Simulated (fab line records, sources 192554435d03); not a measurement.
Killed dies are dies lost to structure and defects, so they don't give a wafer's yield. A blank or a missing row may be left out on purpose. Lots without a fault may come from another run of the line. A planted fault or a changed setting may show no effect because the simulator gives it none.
Which tool did it? | flow n5_finfet | 9 lots, 27 wafers sampled, at 5 steps of a route of 1938

WHAT THE GAUGES READ, wafer by wafer
N5_BEOL_M4_RC_MEAS_101. Usual: DIBL_N 36.4 mV/V, standard deviation 1.2; DIBL_P 36.1 mV/V, standard deviation 1.6; IOFF_N 0.156 nA/um, standard deviation 0.024; IOFF_P 0.21 nA/um, standard deviation 0.031; ION_N 674 uA/um, standard deviation 11; ION_P 463 uA/um, standard deviation 6.9; SS_N 71.5 mV/dec, standard deviation 0.5; SS_P 73.2 mV/dec, standard deviation 0.55; VT_N 250.0 mV, standard deviation 2.9; VT_P -250 mV, standard deviation 3.6.
lot  | measured     | on        | DIBL_N (mV/V)  | DIBL_P (mV/V)  | IOFF_N (nA/um)    | IOFF_P (nA/um) | ION_N (uA/um) | ION_P (uA/um) | SS_N (mV/dec)  | SS_P (mV/dec)  | VT_N (mV)         | VT_P (mV)      | flag
L247 | day 7 22:36  | prober-02 | 37.7 35.5 36.2 | 38.4 36.8 37.6 | 0.178 0.155 0.157 | 0.22 0.20 0.20 | 671 675 679   | 462 464 464   | 72.2 71.2 70.8 | 73.5 72.9 72.7 | 250.2 251.4 250.2 | -250 -251 -252 |
L252 | day 9 01:47  | prober-01 | 35.2 35.9 35.2 | 34.7 36.4 34.3 | 0.133 0.144 0.134 | 0.20 0.22 0.20 | 668 671 665   | 468 468 461   | 71.4 72.3 71.2 | 73.0 73.8 72.9 | 250.7 251.6 253.1 | -249 -246 -250 |
L253 | day 8 23:57  | prober-01 | 36.8 38.0 37.1 | 35.8 36.4 36.3 | 0.182 0.195 0.185 | 0.28 0.28 0.29 | 676 683 681   | 470 467 471   | 71.2 72.1 71.8 | 73.6 74.5 73.5 | 250.4 247.6 247.4 | -245 -242 -243 |
L255 | day 9 11:13  | prober-02 | 38.4 37.3 37.4 | 38.1 38.3 37.4 | 0.182 0.173 0.163 | 0.22 0.21 0.19 | 684 677 683   | 467 461 466   | 71.4 72.0 71.9 | 73.2 72.5 73.1 | 248.8 247.9 249.7 | -250 -248 -249 |
L257 | day 10 10:08 | prober-02 | 36.3 36.3 36.1 | 35.8 35.8 35.7 | 0.159 0.161 0.152 | 0.21 0.21 0.21 | 687 685 668   | 467 472 458   | 71.9 71.1 70.8 | 73.7 74.1 73.5 | 249.2 248.0 249.3 | -251 -251 -250 |
L264 | day 11 17:59 | prober-01 | 35.7 35.9 36.2 | 34.8 35.4 35.9 | 0.138 0.143 0.145 | 0.19 0.21 0.21 | 668 668 669   | 461 461 466   | 70.4 71.3 71.4 | 73.1 72.7 72.7 | 249.6 248.5 249.6 | -249 -250 -248 |
L268 | day 13 12:59 | prober-02 | 37.2 35.7 36.0 | 36.8 34.9 34.9 | 0.152 0.127 0.134 | 0.20 0.18 0.18 | 674 669 681   | 464 462 464   | 71.7 71.3 71.2 | 72.6 72.5 72.6 | 251.9 253.1 253.8 | -254 -254 -255 |
L269 | day 14 02:38 | prober-02 | 37.1 36.2 36.1 | 37.7 36.1 36.2 | 0.179 0.154 0.154 | 0.23 0.20 0.20 | 668 657 670   | 464 455 460   | 71.8 71.2 71.6 | 74.1 73.4 73.5 | 247.6 252.0 250.1 | -249 -253 -253 |
L270 | day 14 02:44 | prober-01 | 35.8 35.0 35.1 | 35.8 34.4 34.8 | 0.156 0.141 0.140 | 0.19 0.17 0.17 | 678 674 681   | 464 452 464   | 71.4 72.0 71.5 | 73.8 73.3 72.8 | 248.1 251.6 248.5 | -253 -255 -254 |

WHICH TOOL RAN EACH LOT (tool, then ch and the chambers of the sampled wafers, then the start)
lot  | N5_FIN_CUT_STRIP_24               | N5_FIN_CUT_CUT_ETCH_26            | N5_FIN_CUT_CUT_ETCH_27            | N5_FIN_CUT_PRECLEAN_35
L247 | rie_diel-04 ch 0,1,2, day 2 06:38 | rie_diel-04 ch 0,1,2, day 2 06:39 | rie_diel-04 ch 0,1,2, day 2 06:41 | vapor_etch-02 ch 0,1, day 2 06:46
L252 | rie_diel-04 ch 0,2, day 3 09:56   | rie_diel-04 ch 0,2, day 3 09:57   | rie_diel-04 ch 0,2, day 3 09:59   | vapor_etch-02 ch 0,1, day 3 10:04
L253 | rie_diel-06 ch 1,2, day 3 15:57   | rie_diel-06 ch 1,2, day 3 15:58   | rie_diel-06 ch 1,2, day 3 16:01   | vapor_etch-02 ch 0,1, day 3 16:05
L255 | rie_diel-05 ch 0,2,3, day 4 03:50 | rie_diel-05 ch 0,2,3, day 4 03:52 | rie_diel-05 ch 0,2,3, day 4 03:55 | vapor_etch-02 ch 0,1, day 4 04:00
L257 | rie_diel-05 ch 1,2, day 4 18:55   | rie_diel-05 ch 1,2, day 4 18:56   | rie_diel-05 ch 1,2, day 4 18:58   | vapor_etch-02 ch 0,1, day 4 19:02
L264 | rie_diel-06 ch 2,3, day 6 10:22   | rie_diel-06 ch 2,3, day 6 10:23   | rie_diel-06 ch 2,3, day 6 10:26   | vapor_etch-01 ch 0,1, day 6 10:52
L268 | rie_diel-05 ch 0,2, day 7 11:26   | rie_diel-05 ch 0,2, day 7 11:27   | rie_diel-05 ch 0,2, day 7 11:30   | vapor_etch-02 ch 0,1, day 7 11:34
L269 | rie_diel-05 ch 0,1,3, day 7 16:00 | rie_diel-05 ch 0,1,3, day 7 16:01 | rie_diel-05 ch 0,1,3, day 7 16:04 | vapor_etch-01 ch 0,1, day 7 16:08
L270 | rie_diel-04 ch 0,1,3, day 7 21:07 | rie_diel-04 ch 0,1,3, day 7 21:08 | rie_diel-04 ch 0,1,3, day 7 21:11 | vapor_etch-02 ch 0,1, day 7 21:15
- N5_FIN_CUT_STRIP_24: strips in CF4.
- N5_FIN_CUT_CUT_ETCH_26: etches SiNx in CH3F/O2, target depth 39 nm, time 55.7 s.
- N5_FIN_CUT_CUT_ETCH_27: etches SiO2 in CHF3/O2, target depth 4 nm, overetch 2 nm, time 4.9 s.
- N5_FIN_CUT_PRECLEAN_35: cleans in vHF, time 13.3 s.

WHAT THE TOOLS THEMSELVES READ (means of the sampled wafers that have a number; where no wafer has one, the mark that the record gives instead)
N5_FIN_CUT_STRIP_24. Usual: drypump_motor_current_A 5.7 A, standard deviation 0.38; oes_product_au 0.77 a.u., standard deviation 0.08; rf_vpp_V 271.2 V, standard deviation 1.4; showerhead_plenum_p_Torr 1.80 Torr, standard deviation 0.053; throttle_valve_pct 13.66 %, standard deviation 0.25.
lot  | tool        | drypump_motor_current_A (A) | oes_product_au (a.u.) | rf_vpp_V (V) | showerhead_plenum_p_Torr (Torr) | throttle_valve_pct (%) | flag
L247 | rie_diel-04 | 6.0                         | 0.77                  | 270.5        | 1.80                            | 13.75                  |
L252 | rie_diel-04 | 6.2                         | 0.74                  | 270.9        | 1.77                            | 13.91                  |
L253 | rie_diel-06 | 5.9                         | 0.75                  | 271.5        | 1.82                            | 13.67                  |
L255 | rie_diel-05 | 5.6                         | 0.84                  | 271.3        | 1.82                            | 13.54                  |
L257 | rie_diel-05 | 5.2                         | 0.85                  | 270.5        | 1.79                            | 13.49                  |
L264 | rie_diel-06 | 5.7                         | 0.73                  | 272.4        | 1.86                            | 13.63                  |
L268 | rie_diel-05 | 5.4                         | 0.82                  | 272.6        | 1.83                            | 13.63                  |
L269 | rie_diel-05 | 5.7                         | 0.75                  | 270.9        | 1.77                            | 13.69                  |
L270 | rie_diel-04 | 5.5                         | 0.76                  | 271.5        | 1.80                            | 13.73                  |

N5_FIN_CUT_CUT_ETCH_26. Usual: CH3F_flow_sccm 29.99 sccm, standard deviation 0.09; drypump_motor_current_A 5.7 A, standard deviation 0.38; oes_product_au 0.78 a.u., standard deviation 0.086; rf_vpp_V 299 V, standard deviation 3.2; showerhead_plenum_p_Torr 2.01 Torr, standard deviation 0.066; throttle_valve_pct 16.42 %, standard deviation 0.24.
lot  | tool        | CH3F_flow_sccm (sccm) | drypump_motor_current_A (A) | oes_product_au (a.u.) | rf_vpp_V (V) | showerhead_plenum_p_Torr (Torr) | throttle_valve_pct (%) | flag
L247 | rie_diel-04 | 30.00                 | 6.0                         | 0.79                  | 300          | 2.01                            | 16.52                  |
L252 | rie_diel-04 | 30.04                 | 6.2                         | 0.75                  | 297          | 1.96                            | 16.66                  |
L253 | rie_diel-06 | 30.03                 | 5.9                         | 0.75                  | 301          | 2.03                            | 16.44                  |
L255 | rie_diel-05 | 29.93                 | 5.6                         | 0.85                  | 297          | 2.02                            | 16.29                  |
L257 | rie_diel-05 | 30.04                 | 5.3                         | 0.85                  | 296          | 2.00                            | 16.26                  |
L264 | rie_diel-06 | 30.12                 | 5.7                         | 0.74                  | 303          | 2.08                            | 16.37                  |
L268 | rie_diel-05 | 29.99                 | 5.4                         | 0.83                  | 297          | 2.04                            | 16.41                  |
L269 | rie_diel-05 | 29.98                 | 5.7                         | 0.75                  | 298          | 1.97                            | 16.44                  |
L270 | rie_diel-04 | 30.01                 | 5.5                         | 0.77                  | 298          | 2.01                            | 16.53                  |

N5_FIN_CUT_CUT_ETCH_27. Usual: drypump_motor_current_A 5.7 A, standard deviation 0.38; oes_product_au 0.62 a.u., standard deviation 0.065; rf_vpp_V 526 V, standard deviation 5.6; showerhead_plenum_p_Torr 2.41 Torr, standard deviation 0.077; throttle_valve_pct 18.88 %, standard deviation 0.24.
lot  | tool        | drypump_motor_current_A (A) | oes_product_au (a.u.) | rf_vpp_V (V) | showerhead_plenum_p_Torr (Torr) | throttle_valve_pct (%) | flag
L247 | rie_diel-04 | 6.0                         | 0.62                  | 527          | 2.42                            | 18.98                  |
L252 | rie_diel-04 | 6.2                         | 0.59                  | 522          | 2.37                            | 19.12                  |
L253 | rie_diel-06 | 5.9                         | 0.59                  | 530          | 2.44                            | 18.91                  |
L255 | rie_diel-05 | 5.6                         | 0.67                  | 523          | 2.43                            | 18.78                  |
L257 | rie_diel-05 | 5.2                         | 0.68                  | 523          | 2.40                            | 18.75                  |
L264 | rie_diel-06 | 5.7                         | 0.59                  | 534          | 2.50                            | 18.83                  |
L268 | rie_diel-05 | 5.4                         | 0.66                  | 522          | 2.46                            | 18.90                  |
L269 | rie_diel-05 | 5.7                         | 0.60                  | 526          | 2.37                            | 18.90                  |
L270 | rie_diel-04 | 5.5                         | 0.61                  | 526          | 2.42                            | 18.99                  |

N5_FIN_CUT_PRECLEAN_35. Usual: drypump_motor_current_A 6.0 A, standard deviation 0.33; foreline_p_Torr 0.1280 Torr, standard deviation 0.00051.
lot  | tool          | drypump_motor_current_A (A) | foreline_p_Torr (Torr) | flag
L247 | vapor_etch-02 | 5.9                         | 0.1282                 |
L252 | vapor_etch-02 | 5.9                         | 0.1285                 |
L253 | vapor_etch-02 | 5.9                         | 0.1280                 |
L255 | vapor_etch-02 | 6.2                         | 0.1282                 |
L257 | vapor_etch-02 | 6.2                         | 0.1279                 |
L264 | vapor_etch-01 | 6.1                         | 0.1280                 |
L268 | vapor_etch-02 | 5.9                         | 0.1279                 |
L269 | vapor_etch-01 | 6.2                         | 0.1281                 |
L270 | vapor_etch-02 | 5.9                         | 0.1283                 |

THE ANSWER, worked out from the rows above alone
Rule: a lot is off if the mean of its wafers that have a number lies more than 3 standard deviations from the usual mean. A lot without any number at a reading at which 4 lots or more have one is off too. The other lots that the step has rows for count as sound. The gauges are gone through in route order, then the tools' own readings, and for those a lot's mean is taken as printed above. The first step at which some lot is off is used, and at that step the reading that is off furthest; a lot without a number counts as furthest.
No lot is off at any reading shown: from this, nothing can be told.

WHAT THE SIMULATOR HAD PUT IN
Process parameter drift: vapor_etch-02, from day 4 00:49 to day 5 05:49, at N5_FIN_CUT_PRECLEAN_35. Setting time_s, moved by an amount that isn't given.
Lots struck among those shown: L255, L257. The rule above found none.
